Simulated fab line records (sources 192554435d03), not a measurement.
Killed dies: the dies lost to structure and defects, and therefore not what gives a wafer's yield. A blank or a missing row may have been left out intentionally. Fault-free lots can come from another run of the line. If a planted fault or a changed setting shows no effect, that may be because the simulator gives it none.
Split-lot study -- flow n5 finfet -- on a route of 1938 steps: 7 lots, 21 wafers read

== SPLIT DETAILS ==
At N5_BEOL_M0_SAQP_SPACER2_ALD_26 (deposits SiO2, target thk 15 nm, pulse time 1 s, purge time 2 s), the setting target thk a was moved away from the recipe's 150 angstrom on 8 of the 21 wafers read, by -12.6% to +5.5%. All remaining wafers had this setting at the recipe value.

== FROM THE SPLIT TO THE READING: what the file shows between them, 2 steps ==
- N5_BEOL_M0_SAQP_SPACER2_ETCHBACK_27: etches SiO2 in CHF3/O2, target depth 22.5 nm, time 11.25 s
- N5_BEOL_M0_SAQP_MANDREL2_REMOVE_110: chemistry HBr/Cl2/O2, target a-Si, stops on SiCN, bt time 10 s

== THE READING ==
cd nm (nm) at N5_BEOL_M0_SAQP_CD_MEAS_29, where the cd target is 14.4 nm. On this fab line, fault-free wafers typically give 14.93 nm with a standard deviation of 0.23 nm.

wafer,"tool, chamber at the split","target thk a as run, angstrom",against the recipe,"cd nm, nm",against lot-mates on the recipe
L076.1,"ald sin-02, 0",150,recipe,15.08,-
L076.4,"ald sin-02, 2",150,recipe,14.74,-
L076.6,"ald sin-02, 1",137.1,-8.6%,13.40,-1.51
L079.1,"ald sin-01, 3",143.7,-4.2%,13.89,-0.77
L079.3,"ald sin-01, 2",150,recipe,14.66,-
L079.6,"ald sin-01, 1",143.7,-4.2%,14.35,-0.31
L080.1,"ald sin-01, 2",150,recipe,15.01,-
L080.3,"ald sin-01, 3",150,recipe,14.72,-
L080.4,"ald sin-01, 1",150,recipe,15.01,-
L082.2,"ald sin-03, 0",150,recipe,14.95,-
L082.3,"ald sin-03, 2",131.1,-12.6%,13.05,-1.90
L082.5,"ald sin-03, 2",131.1,-12.6%,13.16,-1.79
L086.2,"ald sin-01, 2",150,recipe,15.01,-
L086.3,"ald sin-01, 0",150,recipe,14.60,-
L086.5,"ald sin-01, 3",150,recipe,14.79,-
L089.2,"ald sin-02, 1",150,recipe,14.81,-
L089.4,"ald sin-02, 3",137.5,-8.3%,13.39,-1.42
L089.6,"ald sin-02, 2",137.5,-8.3%,13.39,-1.42
L090.1,"ald sin-01, 2",150,recipe,14.90,-
L090.5,"ald sin-01, 2",158.3,+5.5%,16.53,+1.53
L090.6,"ald sin-01, 0",150,recipe,15.11,-

FIT RESULTS
A straight line over all 21 wafers: cd nm changes by +0.169 nm for each +1% of target thk a; r = +0.96; the points scatter about the line by 0.25 nm.
The same after taking each lot's own level away (the mean of its wafers on the recipe; 21 wafers): +0.167 nm for each +1%; r = +0.97; scatter 0.21 nm.
According to that fit, moving target thk a by its largest amount changes the reading by 2.1 nm.
Across the lots, their own levels run from 14.660 to 15.005 nm, a range of 1.5 times the standard deviation given above.
Consequently the slope shifts little with the lot-to-lot level, the two slopes agreeing.
Check: for one of the wafers moved furthest among these (-12.6%), held out of the fit, the line's prediction against its lot-mates is -2.09 nm. It came out at -1.9 nm against them.

== THESE WAFERS: OTHER SPLITS ==
These wafers also went through other splits before the reading. Each is held against what the fit with the lots' levels taken away leaves over:
other split on the same wafers,wafers away from the commonest value,r with cd nm (lot level and that fit taken away)
N5_BEOL_M0_SAQP_COAT_08 spin rpm,8,+0.18

== THE WHOLE CHAIN: every reading that the file lists as answering this split, in the file's order ==
step,what it does,reading,change (the file's fit),r (the file's)
N5_BEOL_M0_SAQP_SPACER2_ALD_26,"deposits SiO2, target thk 15 nm, pulse time 1 s, purge time 2 s","SiO2_of_BEOL_M0_SAQP_SPACER2_ALD_26.thk nm (the simulator's own value, which no gauge read)",+0.157 nm for each +1% of the setting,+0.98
N5_BEOL_M0_SAQP_MANDREL2_REMOVE_110,"chemistry HBr/Cl2/O2, target a-Si, stops on SiCN, bt time 10 s","BEOL_M0_SAQP.cd nm (the simulator's own value, which no gauge read)",+0.172 nm for each +1% of the setting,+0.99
N5_BEOL_M0_SAQP_CD_MEAS_29,target cd 14.4 nm,cd nm,+0.168 nm for each +1% of the setting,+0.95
N5_BEOL_M0_CUTY_ETCH_63,"etches SOC in N2/H2, target depth 82.7 nm, overetch 16.5 nm, time 124 s","SiO2_of_BEOL_M0_SAQP_SPACER2_ALD_26.thk nm (the simulator's own value, which no gauge read)",+0.169 nm for each +1% of the setting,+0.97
N5_BEOL_M0_ETCH_138,"etches SiCN in CH3F/O2, target depth 12 nm, time 31.6 s","SiO2_of_BEOL_M0_SAQP_SPACER2_ALD_26.thk nm (the simulator's own value, which no gauge read)",+0.176 nm for each +1% of the setting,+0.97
N5_BEOL_M0_HM_OPEN_105,"chemistry Cl2/BCl3, target TiN, target depth 12 nm","SiO2_of_BEOL_M0_SAQP_SPACER2_ALD_26.thk nm (the simulator's own value, which no gauge read)",+0.13 nm for each +1% of the setting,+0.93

== FILE'S OWN FIT ==
cd nm changes by +0.168 nm for each +1% of target thk a, r = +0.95.
